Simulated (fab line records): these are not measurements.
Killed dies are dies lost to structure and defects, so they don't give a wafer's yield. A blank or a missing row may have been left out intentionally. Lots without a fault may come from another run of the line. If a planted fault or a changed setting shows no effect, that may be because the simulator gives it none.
Split-lot experiment | flow n5_finfet | on a route of 1938 steps: 7 lots, 21 wafers read

ABOUT THE SPLIT
At N5_BEOL_M6_ILD_DEP_00 (deposits SiCOH lowk from DEMS/porogen, target thk 179.75 nm, time 33.4 s), the setting time_s was moved away from the recipe's 33.4 s on 5 of the 21 wafers read, by +8.7% to +12.2%. All remaining wafers had this setting at the recipe value.

FROM THE SPLIT ON TO THE READING: in between, the file shows 1 step
- N5_BEOL_M6_CURE_74: cures SiCOH lowk, time 240 s

THE READING
At N5_BEOL_M6_THK_MEAS_01: M6_ILD_THK, given in nm. Typical for fault-free wafers on this fab line: 154.8 nm, with standard deviation 2.1 nm.

wafer  | tool, chamber at the split | time_s as run, s | against the recipe | M6_ILD_THK, nm | against lot-mates on the recipe
L074.4 | pecvd-01, 2                | 33.4             | recipe             | 153.2          | -
L074.5 | pecvd-01, 1                | 33.4             | recipe             | 155.9          | -
L074.6 | pecvd-01, 0                | 33.4             | recipe             | 153.8          | -
L075.2 | pecvd-02, 0                | 33.4             | recipe             | 151.2          | -
L075.4 | pecvd-02, 1                | 37.46            | +12.2%             | 173.5          | +22.3
L075.6 | pecvd-02, 2                | 37.46            | +12.2%             | 173.7          | +22.5
L078.2 | pecvd-03, 1                | 33.4             | recipe             | 151.9          | -
L078.3 | pecvd-03, 1                | 33.4             | recipe             | 154.2          | -
L078.5 | pecvd-03, 1                | 33.4             | recipe             | 158.3          | -
L080.4 | pecvd-03, 0                | 33.4             | recipe             | 158.5          | -
L080.5 | pecvd-03, 1                | 36.72            | +9.9%              | 173.7          | +14.8
L080.6 | pecvd-03, 0                | 33.4             | recipe             | 159.4          | -
L083.2 | pecvd-02, 1                | 36.3             | +8.7%              | 165.8          | +11.0
L083.3 | pecvd-02, 1                | 33.4             | recipe             | 154.8          | -
L083.4 | pecvd-02, 2                | 36.3             | +8.7%              | 168.3          | +13.5
L085.2 | pecvd-02, 2                | 33.4             | recipe             | 155.2          | -
L085.3 | pecvd-02, 2                | 33.4             | recipe             | 159.5          | -
L085.4 | pecvd-02, 1                | 33.4             | recipe             | 158.5          | -
L086.3 | pecvd-01, 0                | 33.4             | recipe             | 153.5          | -
L086.5 | pecvd-01, 0                | 33.4             | recipe             | 158.2          | -
L086.6 | pecvd-01, 1                | 33.4             | recipe             | 156.4          | -

THE FIT
A straight line over all 21 wafers: M6_ILD_THK changes by +1.48 nm for each +1% of time_s; r = +0.94; the points scatter about the line by 2.6 nm.
The same after taking each lot's own level away (the mean of its wafers on the recipe; 21 wafers): +1.67 nm for each +1%; r = +0.97; scatter 1.9 nm.
Per that fit: largest time_s move, reading shift of 20 nm.
The lots' own levels span 151.20 to 158.95 nm, that is 3.7 times the standard deviation above.
So the lot-to-lot level changes the slope: the two fits differ.
Check: +19.4 nm against its lot-mates is what the line predicts for one of the wafers moved furthest among these (+12.2%) when that wafer is left out of the fit. Against them it came out at +22.3 nm.

THE OTHER SPLITS THESE WAFERS WENT THROUGH
Note: prior to the reading, these wafers also went through further splits. Each is held against what the fit with the lots' levels taken away leaves over:
other split on the same wafers  | wafers away from the commonest value | r with M6_ILD_THK (lot level and that fit taken away)
N5_BEOL_M2_COAT_62 spin_rpm     | 10                                   | +0.13
N5_BEOL_M2_EXPOSE_08 dose_mj    | 5                                    | +0.18
N5_BEOL_M2_DESCUM_16 time_s     | 6                                    | -0.24
N5_BEOL_M4_VIA_ETCH_34 source_w | 10                                   | +0.28
N5_BEOL_M5_COAT_66 spin_rpm     | 8                                    | -0.03
N5_BEOL_M5_COAT_22 spin_rpm     | 4                                    | +0.32

THE WHOLE CHAIN: every reading that the file lists as answering this split, in the file's order
step                   | what it does                                                             | reading                                                                                  | change (the file's fit)              | r (the file's)
N5_BEOL_M6_ILD_DEP_00  | deposits SiCOH lowk from DEMS/porogen, target thk 179.75 nm, time 33.4 s | SiCOH_lowk_of_BEOL_M6_ILD_DEP_00.thk_nm (the simulator's own value, which no gauge read) | +1.86 nm for each +1% of the setting | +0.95
N5_BEOL_M6_CURE_74     | cures SiCOH lowk, time 240 s                                             | SiCOH_lowk_of_BEOL_M6_ILD_DEP_00.thk_nm (the simulator's own value, which no gauge read) | +1.63 nm for each +1% of the setting | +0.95
N5_BEOL_M6_THK_MEAS_01 |                                                                          | M6_ILD_THK                                                                               | +1.63 for each +1% of the setting    | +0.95

FILE'S OWN FIT
M6_ILD_THK changes by +1.63 nm for each +1% of time_s, r = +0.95.
